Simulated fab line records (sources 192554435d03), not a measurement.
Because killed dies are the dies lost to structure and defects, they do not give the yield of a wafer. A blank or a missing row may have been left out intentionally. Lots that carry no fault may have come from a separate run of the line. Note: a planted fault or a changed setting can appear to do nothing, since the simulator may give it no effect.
Comparing a struck lot with a sound one    flow n5 finfet    16 out of 1938 route steps
Sound: wafers L385.2, L385.3, L385.5. Struck: wafer L391.3 (L391.4, L391.5, from the same lot, were not struck and are left out); the cause is given at the end.
For every step that has rows: the tool of each side, followed by ch and its chambers, followed by its first start. Under that, the readings that differ: sound wafers    struck wafers    difference of the means    sigmas: that difference in standard deviations of wafers without a fault.
alike: words and numbers the same on both sides, and readings whose means are apart by under 2 such deviations; not compared: readings that were withheld, readings missing a value for some wafer, numbers with overlapping values and no deviation given by the record, and bounds like >300 which may hide the same value.
The two part at a step that has a row with sigmas, a row that says differs or no value, or rows on one side only. Numbers that don't overlap but have no deviation are shown without sigmas and don't part them. A reading that every wafer of one side lacks parts them only if that side has two wafers or more.

first, 7 steps without rows for these wafers: N5_BEOL_M0_SAQP_COAT_87 (time 60 s, resist thk 5 nm); N5_BEOL_M0_SAQP_COAT_34 (resist thk 30 nm); N5_BEOL_M0_SAQP_EBR_36; N5_BEOL_M0_SAQP_SOFTBAKE_35 (time 60 s); N5_BEOL_M0_SAQP_EXPOSE_37 (exposes mask M0 CUT1, target cd 30 nm); N5_BEOL_M0_SAQP_PEB_38 (peb time 60 s); N5_BEOL_M0_SAQP_DEVELOP_39 (develop time 30 s).
N5_BEOL_M0_SAQP_CD_MEAS_40: target cd 30 nm.
  sound on cd sem-02 ch 0, day 5 22:20; struck on cd sem-03 ch 0, day 7 15:15
reading     sound              struck  difference  sigmas
cd nm (nm)  30.13 30.34 30.10  29.61   -0.58       -3
N5_BEOL_M0_SAQP_OVL_MEAS_41:
  sound on overlay-02 ch 0, day 5 22:22; struck on overlay-01 ch 0, day 7 15:17
  alike: M0_CUT1_OVL
N5_BEOL_M0_SAQP_INSPECT_42: inspects for defects (brightfield).
  sound on defect inspect-02, day 5 22:26; struck on defect inspect-01, day 7 15:20
reading           sound        struck  difference  sigmas
raw defect count  354 285 215  486     +201        +3
N5_BEOL_M0_SAQP_DESCUM_45: chemistry O2, time 7 s.
  sound on rie diel-05 ch 0,3, day 5 22:28; struck on rie diel-02 ch 1, day 7 15:26
  alike: drypump motor current A, oes product au, rf vpp V, showerhead plenum p Torr, throttle valve pct
  not compared: rf hours counter h
N5_BEOL_M0_SAQP_ETCH_88: etches underlayer in N2/H2, target depth 6.5 nm, time 5.2 s.
  sound on rie diel-05 ch 0,3, day 5 22:29; struck on rie diel-02 ch 1, day 7 15:28
  alike: drypump motor current A, etch rf on time s, oes product au, rf vpp V, showerhead plenum p Torr, throttle valve pct
  not compared: rf hours counter h
N5_BEOL_M0_SAQP_ETCH_73: etches SiARC in CF4, target depth 19.5 nm, time 32.5 s.
  sound on rie diel-05 ch 0,3, day 5 22:31; struck on rie diel-02 ch 1, day 7 15:29
reading                          sound              struck  difference  sigmas
cf4 flow sccm (sccm)             100.4 100.2 100.0  70.2    -30.0       -99 or more
showerhead plenum p Torr (Torr)  2.22 2.08 2.08     1.96    -0.17       -3
throttle valve pct (%)           15.80 15.31 15.32  14.00   -1.48       -7
  alike: drypump motor current A, etch rf on time s, oes product au, rf vpp V
  not compared: rf hours counter h
N5_BEOL_M0_SAQP_CUT_ETCH_46: etches SOC in N2/H2, target depth 135 nm, overetch 27 nm, time 202.5 s.
  sound on rie diel-05 ch 0,3, day 5 22:32; struck on rie diel-02 ch 1, day 7 15:31
  alike: drypump motor current A, rf vpp V, showerhead plenum p Torr, throttle valve pct
  not compared: rf hours counter h
-- record jumps: 3 days separate the struck wafers' starts on either side; left off in module BEOL_M0_SAQP, taken up again in module BEOL_M4, whose first shown step is the route's number 1111 --
N5_BEOL_M4_RC_MEAS_101:
  sound on prober-02 ch 0, day 7 22:41; struck on prober-01 ch 0, day 10 16:52
  alike: DIBL_N, DIBL_P, IOFF_N, IOFF_P, ION_N, ION_P, SS_N, SS_P, VT_N, VT_P
-- record jumps: 4 days separate the struck wafers' starts on either side; left off in module BEOL_M4, taken up again in module PASSIVATION, whose first shown step is the route's number 1936 --
N5_PASSIVATION_PROBE_49:
  sound on prober-01, day 12 16:58; struck on prober-01, day 14 23:58
reading                  sound        struck  difference  sigmas
killed_at_M0_to_M3       50 54 32     25      -20         -2
killed open              85 99 81     63      -25         -2
sort_bin_5_function (%)  6.3 7.2 6.0  4.1     -2.4        -3
  alike: defect limited yield, killed_at_M4_up, killed at contacts, killed at front end, killed at other, killed dies, killed short, sort_bin_6_memory, sort_bin_8_speed, sort n pass, sort yield pct

## WHERE THEY PART
At N5_BEOL_M0_SAQP_CD_MEAS_40 first; at N5_PASSIVATION_PROBE_49 last (within this record only).

WHY: whatever the simulator had introduced
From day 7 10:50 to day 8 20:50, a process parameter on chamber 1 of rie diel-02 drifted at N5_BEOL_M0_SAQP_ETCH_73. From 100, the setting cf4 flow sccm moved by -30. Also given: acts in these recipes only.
